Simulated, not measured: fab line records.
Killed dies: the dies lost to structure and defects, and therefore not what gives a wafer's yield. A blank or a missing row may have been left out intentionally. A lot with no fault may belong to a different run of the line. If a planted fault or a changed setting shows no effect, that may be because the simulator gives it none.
Lot-split experiment	flow n5 finfet	route with 1938 steps; 7 lots, 21 wafers read

## SPLIT DETAILS
At N5_BEOL_M11_VIA_ETCH_34 (etches SiCOH lowk in C4F6/O2, target depth 184.5 nm, time 69.2 s), the setting time s was moved away from the recipe's 69.2 s on 8 of the 21 wafers read, by -18.8% to -6.7%. For the rest of the wafers, this setting stayed at what the recipe calls for.

The reading comes from the split's own step.

## THE READING
etch.depth nm (the simulator's own value, which no gauge read), in nm, at N5_BEOL_M11_VIA_ETCH_34 (etches SiCOH lowk in C4F6/O2, target depth 184.5 nm, time 69.2 s). No usual value for it is given in the file. Across the 13 wafers here that went through the recipe, the average is 185.2 nm and the standard deviation 3.9 nm.

wafer	tool, chamber at the split	time s as run, s	against the recipe	etch.depth nm, nm	against lot-mates on the recipe
L079.3	rie diel-05, 1	69.2	recipe	185.5	-
L079.4	rie diel-05, 3	56.21	-18.8%	151.2	-34.3
L079.6	rie diel-05, 3	56.21	-18.8%	151.8	-33.7
L075.2	rie diel-04, 1	69.2	recipe	183.6	-
L075.3	rie diel-04, 2	64.55	-6.7%	171.3	-12.3
L075.6	rie diel-04, 1	64.55	-6.7%	172.6	-11.0
L081.1	rie diel-05, 1,2	69.2	recipe	186.5	-
L081.2	rie diel-05, 1,2	69.2	recipe	186.5	-
L081.4	rie diel-05, 0	69.2	recipe	181.5	-
L088.1	rie diel-05, 1	69.2	recipe	187.5	-
L088.2	rie diel-05, 3	63.51	-8.2%	169.8	-17.7
L088.4	rie diel-05, 2	63.51	-8.2%	172.1	-15.4
L091.2	rie diel-04, 3	62.86	-9.2%	171.4	-10.3
L091.4	rie diel-04, 0	69.2	recipe	182	-
L091.6	rie diel-04, 1	69.2	recipe	181.4	-
L095.1	rie diel-04, 2	69.2	recipe	182.3	-
L095.3	rie diel-04, 3	60.13	-13.1%	166.4	-21.8
L095.4	rie diel-04, 3	69.2	recipe	194.1	-
L096.4	rie diel-04, 3	69.2	recipe	191.9	-
L096.5	rie diel-04, 1	69.2	recipe	182.5	-
L096.6	rie diel-04, 2	69.2	recipe	182.4	-
If several chambers appear in one row, that row covers several wafers at once and the file leaves open which wafer was in which chamber.

FIT RESULTS
A straight line over all 21 wafers: etch.depth nm changes by +1.73 nm for each +1% of time s; r = +0.96; the points scatter about the line by 3.5 nm.
The same after taking each lot's own level away (the mean of its wafers on the recipe; 21 wafers): +1.76 nm for each +1%; r = +0.96; scatter 3.2 nm.
According to that fit, moving time s by its largest amount changes the reading by 33 nm.
Across the lots, their own levels run from 181.70 to 188.20 nm, a range of 1.7 times the standard deviation given above.
The two slopes are in agreement: the lot-to-lot level therefore moves the slope only a little.
Check: for one of the wafers moved furthest among these (-18.8%), held out of the fit, the line's prediction against its lot-mates is -32.5 nm. Against them it came out at -34.3 nm.

## THESE WAFERS: OTHER SPLITS
Before the reading, these wafers also passed through other splits. Each is held against what the fit with the lots' levels taken away leaves over:
other split on the same wafers	wafers away from the commonest value	r with etch.depth nm (lot level and that fit taken away)
N5_BEOL_M8_PEB_09 peb time s	5	+0.38
N5_BEOL_M10_PEB_26 peb time s	8	-0.15
N5_BEOL_M10_TRENCH_ETCH_37 bias w	8	+0.05

## THE FILE'S OWN FIT
etch.depth nm changes by +1.71 nm for each +1% of time s, r = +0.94.
